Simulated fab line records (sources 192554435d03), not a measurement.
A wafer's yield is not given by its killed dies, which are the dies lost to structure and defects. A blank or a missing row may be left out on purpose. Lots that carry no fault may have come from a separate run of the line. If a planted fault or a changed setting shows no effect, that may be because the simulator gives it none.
What tool caused it?    flow n5_finfet    11 lots with 30 wafers sampled at 3 steps, on a route of 1938 steps

## WHAT THE GAUGES READ, wafer by wafer
N5_BEOL_M11_OCD_MEAS_38.
lot   measured      on      trench_depth_nm (nm)
L835  day 11 12:20  ocd-02  147 147
L836  day 11 15:25  ocd-01  146 147 147
L839  day 11 20:01  ocd-02  147 151
L837  day 11 22:43  ocd-01  154 143
L840  day 12 15:48  ocd-02  143 153 143
L848  day 13 23:27  ocd-02  142 148 150
L849  day 14 20:33  ocd-02  148 148 150
L852  day 15 16:20  ocd-02  148 146 147
L856  day 16 00:55  ocd-01  142 151 152
L853  day 15 23:32  ocd-01  148 146 143
L857  day 17 00:33  ocd-02  149 144 150

## WHICH TOOL RAN EACH LOT (tool, then ch and the chambers of the sampled wafers, then the start)
lot   N5_BEOL_M11_PECVD_70             N5_BEOL_M11_TRENCH_ETCH_37
L835  pecvd-03 ch 0,2, day 11 04:53    rie_diel-01 ch 0,1, day 11 12:20 or earlier
L836  pecvd-03 ch 0,1, day 11 12:40    rie_diel-01 ch 0,1,2, day 11 15:25 or earlier
L839  pecvd-03 ch 0,1, day 11 17:00    rie_diel-01 ch 0,3, day 11 20:01 or earlier
L837  pecvd-03 ch 1,2, day 11 18:13    rie_diel-03 ch 2,3, day 11 22:43 or earlier
L840  pecvd-02 ch 0,1, day 12 11:16    rie_diel-03 ch 2,3, day 12 15:48 or earlier
L848  pecvd-03 ch 0,1,2, day 13 16:42  rie_diel-02 ch 0,1,3, day 13 23:27 or earlier
L849  pecvd-02 ch 0,1,2, day 14 14:15  rie_diel-01 ch 0,1,3, day 14 20:33 or earlier
L852  pecvd-04 ch 0,1, day 15 12:56    rie_diel-01 ch 0,1,2, day 15 16:20 or earlier
L856  pecvd-02 ch 0,2, day 15 18:16    rie_diel-03 ch 1,2,3, day 16 00:55 or earlier
L853  pecvd-04 ch 1,2, day 15 19:02    rie_diel-01 ch 0,1,2, day 15 23:32 or earlier
L857  pecvd-02 ch 0,1, day 16 18:43    rie_diel-02 ch 0,1,3, day 17 00:33 or earlier
- N5_BEOL_M11_PECVD_70: deposits SiO2 from TEOS/O2, target thk 20 nm, time 22.7 s.
- N5_BEOL_M11_TRENCH_ETCH_37: etches SiCOH lowk in C4F6/O2, target depth 148.83 nm, time 48 s.

## AS READ BY THE TOOLS THEMSELVES (means over the sampled wafers that have a number; for cases with no such wafer, the mark the record gives instead)
N5_BEOL_M11_PECVD_70.
lot   tool      heater_power_w (W)  showerhead_plenum_p_Torr (Torr)  throttle_valve_pct (%)
L835  pecvd-03  687                 8.79                             21.3
L836  pecvd-03  647                 8.76                             23.4
L839  pecvd-03  698                 8.79                             23.1
L837  pecvd-03  625                 8.75                             21.8
L840  pecvd-02  657                 8.73                             20.8
L848  pecvd-03  681                 8.77                             22.1
L849  pecvd-02  725                 8.72                             20.4
L852  pecvd-04  659                 8.72                             22.2
L856  pecvd-02  665                 8.71                             20.3
L853  pecvd-04  608                 8.72                             22.5
L857  pecvd-02  695                 8.73                             21.2

N5_BEOL_M11_TRENCH_ETCH_37.
lot   tool         O2_flow_sccm (sccm)  bias_w (W)  drypump_motor_current_A (A)  oes_product_au (a.u.)  rf_vpp_V (V)  showerhead_plenum_p_Torr (Torr)  throttle_valve_pct (%)
L835  rie_diel-01  10.07                184.6       5.8                          0.73                   688           2.75                             20.83
L836  rie_diel-01  9.99                 184.8       5.9                          0.73                   680           2.81                             20.76
L839  rie_diel-01  10.01                184.9       6.3                          0.72                   664           2.75                             21.06
L837  rie_diel-03  9.98                 184.5       5.6                          0.83                   644           2.73                             20.99
L840  rie_diel-03  9.98                 185.0       5.4                          0.79                   642           2.73                             21.05
L848  rie_diel-02  10.01                184.7       5.5                          0.80                   666           2.84                             20.94
L849  rie_diel-01  10.00                185.0       5.9                          0.70                   673           2.72                             21.09
L852  rie_diel-01  10.01                185.2       5.9                          0.71                   681           2.80                             20.81
L856  rie_diel-03  10.02                185.2       5.4                          0.83                   647           2.74                             21.06
L853  rie_diel-01  9.98                 185.6       5.9                          0.70                   681           2.79                             20.81
L857  rie_diel-02  10.04                184.8       5.5                          0.78                   665           2.83                             20.97

## THE ANSWER, worked out from the rows above alone
Rule: the usual values come from the lots themselves. Put in order of their means at a reading, lots are off if they are a third of the lots or fewer, leave a main group of 4 or more, and stand apart from it by a gap of 3 or more times the standard deviation of the main group's means; of several such gaps the widest counts. A main group whose means are all the same, to the digits that the tables above print for the reading, isn't used. Also off: a lot with no number at a reading for which 4 or more lots have one. Any other lot the step has rows for is counted as sound. First the gauges in route order, then the tools' own readings, where a lot's mean is used as printed above. The first step at which some lot is off is used, and at that step the reading that is off furthest; a lot without a number counts as furthest.
No lot is off on any of the readings shown, so nothing can be concluded from this.

## WHAT WAS PUT IN BY THE SIMULATOR
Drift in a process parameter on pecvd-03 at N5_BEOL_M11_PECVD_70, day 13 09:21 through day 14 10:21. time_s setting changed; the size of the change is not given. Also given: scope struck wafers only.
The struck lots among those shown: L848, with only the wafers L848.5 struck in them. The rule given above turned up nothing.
